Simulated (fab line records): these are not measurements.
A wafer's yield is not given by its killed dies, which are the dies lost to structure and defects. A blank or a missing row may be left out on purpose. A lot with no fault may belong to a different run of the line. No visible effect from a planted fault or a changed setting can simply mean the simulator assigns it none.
Split-lot experiment || flow n5 finfet || 21 wafers read from 7 lots, route of 1938 steps

## SPLIT DETAILS
At N5_PMOS_HMC_CHANNEL_EPI_COAT_31 (time 60 s, resist thk 66 nm), the setting spin rpm was moved away from the recipe's 1500 rpm on 7 of the 21 wafers read, by -10.1% to +11.1%. This setting was run at the recipe's value on the other wafers.

## FROM THE SPLIT TO THE READING: what the file shows between them, 5 steps
- N5_PMOS_HMC_CHANNEL_EPI_EXPOSE_06: exposes mask PMOS HMC BLK, target cd 240 nm (also split here: dose mj)
- N5_PMOS_HMC_CHANNEL_EPI_PEB_07: peb time 60 s
- N5_PMOS_HMC_CHANNEL_EPI_DEVELOP_08: develop time 30 s
- N5_PMOS_HMC_CHANNEL_EPI_CD_MEAS_09: target cd 237.4 nm
- N5_PMOS_HMC_CHANNEL_EPI_DESCUM_14: chemistry O2, time 7.9 s

## THE READING
etch.depth nm (the simulator's own value, which no gauge read), in nm, at N5_PMOS_HMC_CHANNEL_EPI_ETCH_32 (etches BARC in N2/H2, stops on SiO2, target depth 85.8 nm, time 50.3 s). No usual value for it is given in the file. Average 66.05 nm, standard deviation 0.2 nm, over the 14 wafers here run with the recipe.

{"wafer": "L079.2", "tool, chamber at the split": "litho track-03, 0", "spin rpm as run, rpm": 1500, "against the recipe": "recipe", "etch.depth nm, nm": 65.87, "against lot-mates on the recipe": "-"}
{"wafer": "L079.4", "tool, chamber at the split": "litho track-03, 0", "spin rpm as run, rpm": 1500, "against the recipe": "recipe", "etch.depth nm, nm": 65.82, "against lot-mates on the recipe": "-"}
{"wafer": "L079.5", "tool, chamber at the split": "litho track-03, 0", "spin rpm as run, rpm": 1500, "against the recipe": "recipe", "etch.depth nm, nm": 65.71, "against lot-mates on the recipe": "-"}
{"wafer": "L080.1", "tool, chamber at the split": "litho track-03, 0", "spin rpm as run, rpm": 1500, "against the recipe": "recipe", "etch.depth nm, nm": 66.23, "against lot-mates on the recipe": "-"}
{"wafer": "L080.2", "tool, chamber at the split": "litho track-03, 0", "spin rpm as run, rpm": 1500, "against the recipe": "recipe", "etch.depth nm, nm": 66.18, "against lot-mates on the recipe": "-"}
{"wafer": "L080.6", "tool, chamber at the split": "litho track-03, 0", "spin rpm as run, rpm": 1500, "against the recipe": "recipe", "etch.depth nm, nm": 66.12, "against lot-mates on the recipe": "-"}
{"wafer": "L082.2", "tool, chamber at the split": "litho track-04, 0", "spin rpm as run, rpm": 1402, "against the recipe": "-6.5%", "etch.depth nm, nm": 68.49, "against lot-mates on the recipe": "+2.23"}
{"wafer": "L082.4", "tool, chamber at the split": "litho track-04, 0", "spin rpm as run, rpm": 1500, "against the recipe": "recipe", "etch.depth nm, nm": 66.38, "against lot-mates on the recipe": "-"}
{"wafer": "L082.5", "tool, chamber at the split": "litho track-04, 0", "spin rpm as run, rpm": 1500, "against the recipe": "recipe", "etch.depth nm, nm": 66.14, "against lot-mates on the recipe": "-"}
{"wafer": "L084.1", "tool, chamber at the split": "litho track-04, 0", "spin rpm as run, rpm": 1434, "against the recipe": "-4.4%", "etch.depth nm, nm": 67.81, "against lot-mates on the recipe": "+1.53"}
{"wafer": "L084.4", "tool, chamber at the split": "litho track-04, 0", "spin rpm as run, rpm": 1500, "against the recipe": "recipe", "etch.depth nm, nm": 66.28, "against lot-mates on the recipe": "-"}
{"wafer": "L084.6", "tool, chamber at the split": "litho track-04, 0", "spin rpm as run, rpm": 1434, "against the recipe": "-4.4%", "etch.depth nm, nm": 67.7, "against lot-mates on the recipe": "+1.42"}
{"wafer": "L091.1", "tool, chamber at the split": "litho track-04, 0", "spin rpm as run, rpm": 1349, "against the recipe": "-10.1%", "etch.depth nm, nm": 69.29, "against lot-mates on the recipe": "no lot-mate on the recipe"}
{"wafer": "L091.3", "tool, chamber at the split": "litho track-04, 0", "spin rpm as run, rpm": 1349, "against the recipe": "-10.1%", "etch.depth nm, nm": 69.53, "against lot-mates on the recipe": "no lot-mate on the recipe"}
{"wafer": "L091.4", "tool, chamber at the split": "litho track-04, 0", "spin rpm as run, rpm": 1349, "against the recipe": "-10.1%", "etch.depth nm, nm": 69.39, "against lot-mates on the recipe": "no lot-mate on the recipe"}
{"wafer": "L092.1", "tool, chamber at the split": "litho track-04, 0", "spin rpm as run, rpm": 1500, "against the recipe": "recipe", "etch.depth nm, nm": 66.07, "against lot-mates on the recipe": "-"}
{"wafer": "L092.2", "tool, chamber at the split": "litho track-04, 0", "spin rpm as run, rpm": 1500, "against the recipe": "recipe", "etch.depth nm, nm": 66.19, "against lot-mates on the recipe": "-"}
{"wafer": "L092.5", "tool, chamber at the split": "litho track-04, 0", "spin rpm as run, rpm": 1500, "against the recipe": "recipe", "etch.depth nm, nm": 66.05, "against lot-mates on the recipe": "-"}
{"wafer": "L097.2", "tool, chamber at the split": "litho track-01, 0", "spin rpm as run, rpm": 1500, "against the recipe": "recipe", "etch.depth nm, nm": 65.79, "against lot-mates on the recipe": "-"}
{"wafer": "L097.5", "tool, chamber at the split": "litho track-01, 0", "spin rpm as run, rpm": 1500, "against the recipe": "recipe", "etch.depth nm, nm": 65.85, "against lot-mates on the recipe": "-"}
{"wafer": "L097.6", "tool, chamber at the split": "litho track-01, 0", "spin rpm as run, rpm": 1666, "against the recipe": "+11.1%", "etch.depth nm, nm": 62.49, "against lot-mates on the recipe": -3.33}

FIT RESULTS
A straight line over all 21 wafers: etch.depth nm changes by -0.335 nm for each +1% of spin rpm; r = -0.99; the points scatter about the line by 0.2 nm.
The same after taking each lot's own level away (the mean of its wafers on the recipe; 18 wafers): -0.315 nm for each +1%; r = -1.00; scatter 0.088 nm.
According to that fit, moving spin rpm by its largest amount changes the reading by 3.5 nm.
The span of the lots' own levels, 65.800 to 66.280 nm, comes to 2.4 times the standard deviation stated above.
The two slopes agree, so the slope changes little with the lot-to-lot level.
Check: for one of the wafers moved furthest among these (+11.1%), held out of the fit, the line's prediction against its lot-mates is -3.75 nm. Against them it came out at -3.33 nm.

## FURTHER SPLITS ON THESE WAFERS
These wafers also went through other splits before the reading. Each is held against what the fit with the lots' levels taken away leaves over:
{"other split on the same wafers": "N5_ZERO_LAYER_EXPOSE_08 dose mj", "wafers away from the commonest value": 7, "r with etch.depth nm (lot level and that fit taken away)": -0.27}
{"other split on the same wafers": "N5_ZERO_LAYER_ETCH_18 icp w", "wafers away from the commonest value": 7, "r with etch.depth nm (lot level and that fit taken away)": "+0.01"}
{"other split on the same wafers": "N5_PMOS_HMC_CHANNEL_EPI_EXPOSE_06 dose mj", "wafers away from the commonest value": 5, "r with etch.depth nm (lot level and that fit taken away)": "+0.21"}

## THE WHOLE CHAIN: every reading that the file lists as answering this split, in the file's order
{"step": "N5_PMOS_HMC_CHANNEL_EPI_COAT_31", "what it does": "time 60 s, resist thk 66 nm", "reading": "BARC_of_PMOS_HMC_CHANNEL_EPI_COAT_31.thk nm (the simulator's own value, which no gauge read)", "change (the file's fit)": "-0.314 nm for each +1% of the setting", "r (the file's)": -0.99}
{"step": "N5_PMOS_HMC_CHANNEL_EPI_ETCH_32", "what it does": "etches BARC in N2/H2, stops on SiO2, target depth 85.8 nm, time 50.3 s", "reading": "etch.depth nm (the simulator's own value, which no gauge read)", "change (the file's fit)": "-0.314 nm for each +1% of the setting", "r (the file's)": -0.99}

## THE FILE'S OWN FIT
etch.depth nm changes by -0.314 nm for each +1% of spin rpm, r = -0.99.
